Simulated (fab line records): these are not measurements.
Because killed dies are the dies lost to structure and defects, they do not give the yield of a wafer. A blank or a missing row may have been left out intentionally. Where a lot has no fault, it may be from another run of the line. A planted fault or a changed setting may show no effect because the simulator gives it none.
Chamber matching ; flow n5Finfet ; pecvd-02 running N5_PASSIVATION_PECVD_00: 3 sister chambers
The step deposits SiO2 from SiH4/N2O, target thk 200 nm, time 11.2 s. 18 wafers are shown with their chamber, then 9 later ones without.

== WAFERS PAIRED WITH THEIR CHAMBERS ==
wafer;chamber;throttleValvePct (%);heaterPowerW (W);showerheadPlenumPTorr (Torr)
L076.2;2;53;644;8.24
L076.5;2;53;654;8.25
L076.6;1;48;667;8.24
L077.2;0;56;903;8.19
L077.4;2;53;592;8.26
L077.6;2;53;607;8.23
L079.2;1;48;733;8.22
L079.3;2;53;637;8.23
L079.4;1;48;760;8.23
L083.3;0;56;799;8.17
L083.4;0;56;827;8.18
L083.5;1;47;675;8.21
L084.2;1;48;720;8.25
L084.4;1;48;732;8.26
L084.6;2;53;607;8.24
L082.2;2;53;611;8.25
L082.5;2;53;625;8.24
L082.6;0;56;884;8.16

SIGNATURES, as means of the wafers listed above
reading;chamber 0;chamber 1;chamber 2;scatter within a chamber
throttleValvePct;56.00;47.83;53.00;0.236
heaterPowerW;853.25;714.50;622.12;33.5
showerheadPlenumPTorr;8.1750;8.2350;8.2425;0.0141
Rule: a wafer lies at a distance from a chamber equal to the root of the sum of squares, over the readings, of (its reading less the chamber's mean, divided by the reading's scatter). If the next closest chamber is less than 2 further off than the closest, the wafer can't be placed; otherwise it belongs to the closest. How the scatter is found: for the shown wafers, subtract from each reading the mean of its chamber, square and add these, divide the total by (wafers less chambers), then take the root.

== WAFERS WITH NO CHAMBER GIVEN ==
wafer;throttleValvePct (%);heaterPowerW (W);showerheadPlenumPTorr (Torr)
L086.2;53;595;8.25
L086.3;48;676;8.24
L086.6;53;582;8.24
L096.1;56;833;8.21
L096.3;56;835;8.16
L096.4;54;522;8.23
L097.2;54;599;8.25
L097.4;54;609;8.24
L097.5;54;618;8.24

== THE CHAMBER EACH PASSED THROUGH ==
wafer;from the rows above;in truth
L086.2;2;2
L086.3;1;1
L086.6;2;2
L096.1;0;0
L096.3;0;0
L096.4;2;2
L097.2;2;2
L097.4;2;2
L097.5;2;2
Placed correctly: 9 of 9. From these rows, 0 cannot be placed. Number placed wrongly: 0.
